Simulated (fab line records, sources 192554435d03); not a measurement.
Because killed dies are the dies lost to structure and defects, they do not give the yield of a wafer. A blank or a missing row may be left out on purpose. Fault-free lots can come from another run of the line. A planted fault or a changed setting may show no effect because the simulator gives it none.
Chamber matching || flow n5Finfet || pecvd-02 running N5_BEOL_M13_DEP_53: 3 sister chambers
The step deposits SiCN from 3MS/NH3, target thk 50 nm, time 17.8 s. 3 wafers are shown with their chamber, then 7 later ones without.

## WAFERS PAIRED WITH THEIR CHAMBERS
{"wafer": "L077.5", "chamber": 0, "throttleValvePct (%)": 19.2}
{"wafer": "L086.2", "chamber": 2, "throttleValvePct (%)": 16.8}
{"wafer": "L086.3", "chamber": 1, "throttleValvePct (%)": 18.3}

## WAFERS WHOSE CHAMBER IS MISSING
{"wafer": "L086.5", "throttleValvePct (%)": 19.3}
{"wafer": "L089.2", "throttleValvePct (%)": 19.4}
{"wafer": "L089.3", "throttleValvePct (%)": 19.3}
{"wafer": "L089.5", "throttleValvePct (%)": 19.1}
{"wafer": "L096.1", "throttleValvePct (%)": 16.7}
{"wafer": "L096.2", "throttleValvePct (%)": 16.9}
{"wafer": "L096.4", "throttleValvePct (%)": 16.6}

## WHICH CHAMBER EACH ONE RAN IN
{"wafer": "L086.5", "from the rows above": 0, "in truth": 0}
{"wafer": "L089.2", "from the rows above": 0, "in truth": 0}
{"wafer": "L089.3", "from the rows above": 0, "in truth": 0}
{"wafer": "L089.5", "from the rows above": 0, "in truth": 0}
{"wafer": "L096.1", "from the rows above": 2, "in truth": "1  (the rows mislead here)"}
{"wafer": "L096.2", "from the rows above": 2, "in truth": 2}
{"wafer": "L096.4", "from the rows above": 2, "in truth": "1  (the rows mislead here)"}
Correct placement for 5 of the 7. Can't be placed from these rows: 0. Number placed wrongly: 2.
How it was worked out, from the rows above alone: a wafer's distance from a chamber is the root of the sum, over the readings, of the square of ((its reading less the chamber's mean) divided by the reading's scatter). The wafer belongs to the nearest chamber; if the next one is less than 2 further off, it can't be placed. The mean given for a chamber averages the wafers shown for that chamber. The scatter (one wafer shown for each chamber): square how far every hidden wafer sits from the nearest shown wafer, average those squares and take the square root.
